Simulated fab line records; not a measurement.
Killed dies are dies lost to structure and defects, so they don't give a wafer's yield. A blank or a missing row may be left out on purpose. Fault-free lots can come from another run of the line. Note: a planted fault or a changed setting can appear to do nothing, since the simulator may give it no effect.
Chamber matching | flow nand_harc | ald_metal-04 running NHARC_A_CONTACT_ALD_18: 4 sister chambers
The step deposits TiN, target thk 3 nm, pulse time 1 s, ald cycles 150. 8 wafers are shown with their chamber, then 6 later ones without.

== EACH WAFER AND ITS CHAMBER ==
wafer  | chamber | heater_power_w (W) | precursor_pulse_height_rel
L110.3 | 1       | 1077               | 1.009
L113.2 | 1       | 1042               | 1.012
L116.6 | 3       | 1172               | 0.974
L122.4 | 2       | 1149               | 0.999
L122.6 | 3       | 1122               | 1.008
L125.2 | 2       | 1149               | 1.033
L125.3 | 0       | 1022               | 1.017
L125.5 | 0       | 992                | 0.992

== WAFERS WITH NO CHAMBER GIVEN ==
wafer  | heater_power_w (W) | precursor_pulse_height_rel
L129.3 | 991                | 1.020
L129.5 | 1036               | 1.007
L129.6 | 1147               | 0.985
L130.2 | 1032               | 1.031
L130.3 | 1003               | 1.032
L130.6 | 982                | 1.022

== WHICH CHAMBER EACH ONE RAN IN ==
wafer  | from the rows above     | in truth
L129.3 | can't be placed: 0 or 1 | 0
L129.5 | can't be placed: 1 or 0 | 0
L129.6 | can't be placed: 3 or 2 | 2
L130.2 | can't be placed: 1 or 0 | 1
L130.3 | can't be placed: 0 or 1 | 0
L130.6 | can't be placed: 0 or 1 | 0
Correct placement for 0 of the 6. Cannot be placed on the basis of these rows: 6; the candidates contain the true chamber in 6. Wrongly placed: 0.
How it was worked out, from the rows above alone: a wafer's distance from a chamber is the root of the sum, over the readings, of the square of ((its reading less the chamber's mean) divided by the reading's scatter). If the next closest chamber is less than 2 further off than the closest, the wafer can't be placed; otherwise it belongs to the closest. The mean given for a chamber averages the wafers shown for that chamber. The scatter: take each reading less its chamber's mean, square it, sum over the shown wafers, divide by the number of wafers less the number of chambers, and take the root.
